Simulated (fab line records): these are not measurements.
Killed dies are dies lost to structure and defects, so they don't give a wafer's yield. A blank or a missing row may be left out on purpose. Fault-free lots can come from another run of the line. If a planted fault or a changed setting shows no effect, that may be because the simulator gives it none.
A lot that was struck, set against a sound lot ; flow nandHarc ; 20 out of 1159 route steps
Sound: wafers L170.1, L170.2, L170.3. Struck: wafers L181.2, L181.3, L181.5. The cause comes at the end.
At each step with rows: each side's tool, then ch and its chambers, then its first start. Under that, the readings that differ: sound wafers ; struck wafers ; difference of the means ; sigmas: that difference in standard deviations of wafers without a fault.
alike: words and numbers the same on both sides, and readings whose means are apart by under 2 such deviations; not compared: readings that were withheld, readings missing a value for some wafer, numbers with overlapping values and no deviation given by the record, and bounds like >300 which may hide the same value.
Wherever a step has rows on one side only, a row that says differs or no value, or a row with sigmas, the two part there. When numbers do not overlap yet have no deviation, they are printed without sigmas and do not part them. Lack of a reading on every wafer of one side parts them only where that side has two or more wafers.

NHARC_P_GATE_ALD_36: deposits SiNx, target thk 20 nm, pulse time 60 s, ald cycles 223.
  sound on aldSin-04 ch 1,2,3, day 4 09:04; struck on aldSin-03 ch 1,2,3, day 7 14:42
  alike: heaterPowerW, precursorPulseHeightRel
NHARC_P_GATE_ETCHBACK_37: etches the open film in CHF3/O2, target depth 34.5 nm, time 17.2 s.
  sound: rieDiel-10 ch 0,1,2; struck: rieDiel-07 ch 0,2
reading;sound;struck;difference;sigmas
rfVppV (V);373.7 373.0 370.4;367.2 367.8 367.1;-5.0;-2
showerheadPlenumPTorr (Torr);2.55 2.49 2.41;2.24 2.30 2.30;-0.20;-2
  alike: drypumpMotorCurrentA, o2FlowSccm, oesProductAu, throttleValvePct
  not compared: rfHoursCounterH
NHARC_P_GATE_STRIP_101: strips in O2, time 20 s.
  sound on rieDiel-10 ch 0,1,2, day 4 18:44; struck on rieDiel-07 ch 0,1,2, day 7 22:15
reading;sound;struck;difference;sigmas
showerheadPlenumPTorr (Torr);3.74 3.54 3.66;3.29 3.38 3.35;-0.31;-2
  alike: drypumpMotorCurrentA, o2FlowSccm, oesProductAu, rfVppV, throttleValvePct
  not compared: rfHoursCounterH
then, 9 steps without rows for these wafers: NHARC_P_GATE_PRECLEAN_97 (cleans in SPM, time 600 s); NHARC_P_GATE_SRD_98; NHARC_P_GATE_PRECLEAN_99 (cleans in SC1); NHARC_P_GATE_SRD_100; NHARC_P_GATE_DEHYDRATE_38 (time 120 s); NHARC_P_GATE_HMDS_39 (time 30 s); NHARC_P_GATE_COAT_40; NHARC_P_GATE_SOFTBAKE_41 (time 95 s); NHARC_P_GATE_EBR_42.
NHARC_P_GATE_EXPOSE_43: exposes mask P NSD, target cd 720 nm.
  sound on krfScanner-01 ch 0, day 4 19:31; struck on krfScanner-01 ch 0, day 7 23:01
reading;sound;struck;difference;sigmas
exposureDoseMJCm2;14.818 14.808 14.821;10.417 10.419 10.417;-4.398;-99 or more
  alike: mask
then, 2 steps without rows for these wafers: NHARC_P_GATE_PEB_44 (peb time 85 s); NHARC_P_GATE_DEVELOP_45 (time 70 s).
NHARC_P_GATE_CD_MEAS_46 targets a cd of 720 nm.
  sound on cdSem-03 ch 0, day 4 19:40; struck on cdSem-03 ch 0, day 7 23:11
reading;sound;struck;difference;sigmas
cdNm (nm);721.1 720.1 720.2;660.0 660.9 660.2;-60.1;-50
then, 1 step without rows for these wafers: NHARC_P_GATE_HARDBAKE_47 (time 80 s).
NHARC_P_GATE_DESCUM_48: chemistry O2, time 3 s.
  sound on rieDiel-10 ch 0,2,3, day 4 19:50; struck on rieDiel-07 ch 1,2,3, day 7 23:21
reading;sound;struck;difference;sigmas
model.P_GATE.cdNm (nm);720.8 720.4 720.2;659.5 660.4 660.1;-60.5;
  alike: drypumpMotorCurrentA, o2FlowSccm, oesProductAu, rfVppV, showerheadPlenumPTorr, throttleValvePct
  not compared: rfHoursCounterH
after that, 1 step had no rows for these wafers: NHARC_P_GATE_IMPLANT_49.
-- jump in the record: it breaks off in module P_GATE and resumes in module END (first step shown: number 1159 of the route), and 14 days separate the struck wafers' starts before and after --
NHARC_END_SORT_01:
  only the struck wafers appear in the record here, on prober-01 ch 0 at day 22 08:41; the sound ones have no rows

WHERE THEY PART
At NHARC_P_GATE_ETCHBACK_37 first; at NHARC_END_SORT_01 last (within this record only).

WHY: whatever the simulator had introduced
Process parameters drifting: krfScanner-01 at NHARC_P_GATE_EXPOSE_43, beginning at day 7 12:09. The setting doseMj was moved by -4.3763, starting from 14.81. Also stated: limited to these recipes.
